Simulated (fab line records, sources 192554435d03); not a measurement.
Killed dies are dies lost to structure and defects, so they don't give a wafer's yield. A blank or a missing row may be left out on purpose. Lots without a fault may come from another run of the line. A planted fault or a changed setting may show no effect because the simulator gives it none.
Split-lot experiment | flow n5_finfet | 7 lots, 21 wafers read, on a route of 1938 steps

THE SPLIT
At N5_BEOL_M8_EXPOSE_25 (exposes mask V7, target cd 40 nm), the setting dose_mj was moved away from the recipe's 42.5 on 9 of the 21 wafers read, by -7.0% to +5.4%. The other wafers ran this setting at the recipe's value.

FROM THE SPLIT TO THE READING: what the file shows between them, 8 steps
- N5_BEOL_M8_PEB_26: peb time 60 s
- N5_BEOL_M8_DEVELOP_27: develop time 30 s
- N5_BEOL_M8_DESCUM_33: chemistry O2, time 7 s
- N5_BEOL_M8_ETCH_72: etches underlayer in N2/H2, target depth 6.5 nm, time 5.2 s (also split here: h2_flow_sccm)
- N5_BEOL_M8_ETCH_65: etches SiARC in CF4, target depth 15.6 nm, time 26 s (also split here: source_w)
- N5_BEOL_M8_ETCH_66: etches SOC in N2/H2, target depth 80 nm, overetch 16 nm, time 120 s
- N5_BEOL_M8_STRIP_69: strips in N2/H2
- N5_BEOL_M8_STRIP_73: strips in N2/H2

THE READING
BEOL_M8.cd_nm (the simulator's own value, which no gauge read), in nm, at N5_BEOL_M8_VIA_ETCH_34 (etches SiCOH lowk in C4F6/O2, target depth 125.5 nm, time 50.5 s). The file gives no usual value for it. The 12 wafers here that ran the recipe average 40.1 nm, standard deviation 0.21 nm.

wafer  | tool, chamber at the split | dose_mj as run | against the recipe | BEOL_M8.cd_nm, nm | against lot-mates on the recipe
L074.3 | euv_scanner-01, 0          | 42.5           | recipe             | 40.2              | -
L074.4 | euv_scanner-01, 0          | 39.51          | -7.0%              | 38.4              | -1.9
L074.6 | euv_scanner-01, 0          | 42.5           | recipe             | 40.4              | -
L076.1 | euv_scanner-02, 0          | 40.85          | -3.9%              | 39.2              | -1.0
L076.6 | euv_scanner-02, 0          | 40.85          | -3.9%              | 39.2              | -1.0
L076.2 | euv_scanner-02, 0          | 42.5           | recipe             | 40.2              | -
L078.1 | euv_scanner-02, 0          | 42.5           | recipe             | 40                | -
L078.3 | euv_scanner-02, 0          | 42.5           | recipe             | 39.8              | -
L078.5 | euv_scanner-02, 0          | 42.5           | recipe             | 39.8              | -
L086.3 | euv_scanner-02, 0          | 44.78          | +5.4%              | 40.8              | +0.8
L086.4 | euv_scanner-02, 0          | 44.78          | +5.4%              | 40.8              | +0.8
L086.5 | euv_scanner-02, 0          | 42.5           | recipe             | 40                | -
L095.4 | euv_scanner-02, 0          | 43.97          | +3.5%              | 40.4              | +0.4
L095.5 | euv_scanner-02, 0          | 42.5           | recipe             | 40                | -
L095.6 | euv_scanner-02, 0          | 43.97          | +3.5%              | 40.8              | +0.8
L093.4 | euv_scanner-01, 0          | 42.5           | recipe             | 40.2              | -
L093.5 | euv_scanner-01, 0          | 41.37          | -2.7%              | 39.2              | -1.0
L093.6 | euv_scanner-01, 0          | 41.37          | -2.7%              | 39.4              | -0.8
L097.1 | euv_scanner-02, 0          | 42.5           | recipe             | 40.4              | -
L097.3 | euv_scanner-02, 0          | 42.5           | recipe             | 40.4              | -
L097.6 | euv_scanner-02, 0          | 42.5           | recipe             | 40.2              | -

THE FIT
A straight line over all 21 wafers: BEOL_M8.cd_nm changes by +0.194 nm for each +1% of dose_mj; r = +0.93; the points scatter about the line by 0.24 nm.
The same after taking each lot's own level away (the mean of its wafers on the recipe; 21 wafers): +0.219 nm for each +1%; r = +0.97; scatter 0.18 nm.
On that fit, the largest move of dose_mj shifts the reading by 1.5 nm.
The lots' own levels span 39.87 to 40.33 nm, that is 2.3 times the standard deviation above.
So the lot-to-lot level changes the slope: the two fits differ.
Check: with one of the wafers moved furthest among these (-7.0%) left out of the fit, the line predicts -1.54 nm for it against its lot-mates. It came out at -1.9 nm against them.

OTHER SPLITS ON THESE WAFERS
These wafers also went through other splits before the reading. Each is held against what the fit with the lots' levels taken away leaves over:
other split on the same wafers  | wafers away from the commonest value | r with BEOL_M8.cd_nm (lot level and that fit taken away)
N5_BEOL_M7_COAT_59 spin_rpm     | 7                                    | -0.14
N5_BEOL_M7_EXPOSE_08 dose_mj    | 5                                    | -0.18
N5_BEOL_M8_ETCH_62 bias_w       | 5                                    | -0.09
N5_BEOL_M8_ETCH_72 h2_flow_sccm | 9                                    | -0.45
N5_BEOL_M8_ETCH_65 source_w     | 10                                   | -0.06

THE WHOLE CHAIN: every reading that the file lists as answering this split, in the file's order
step                   | what it does                                                     | reading                                                        | change (the file's fit)               | r (the file's)
N5_BEOL_M8_DESCUM_33   | chemistry O2, time 7 s                                           | BEOL_M8.cd_nm (the simulator's own value, which no gauge read) | +0.216 nm for each +1% of the setting | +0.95
N5_BEOL_M8_ETCH_72     | etches underlayer in N2/H2, target depth 6.5 nm, time 5.2 s      | BEOL_M8.cd_nm (the simulator's own value, which no gauge read) | +0.213 nm for each +1% of the setting | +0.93
N5_BEOL_M8_VIA_ETCH_34 | etches SiCOH lowk in C4F6/O2, target depth 125.5 nm, time 50.5 s | BEOL_M8.cd_nm (the simulator's own value, which no gauge read) | +0.231 nm for each +1% of the setting | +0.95

THE FILE'S OWN FIT
BEOL_M8.cd_nm changes by +0.231 nm for each +1% of dose_mj, r = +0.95.
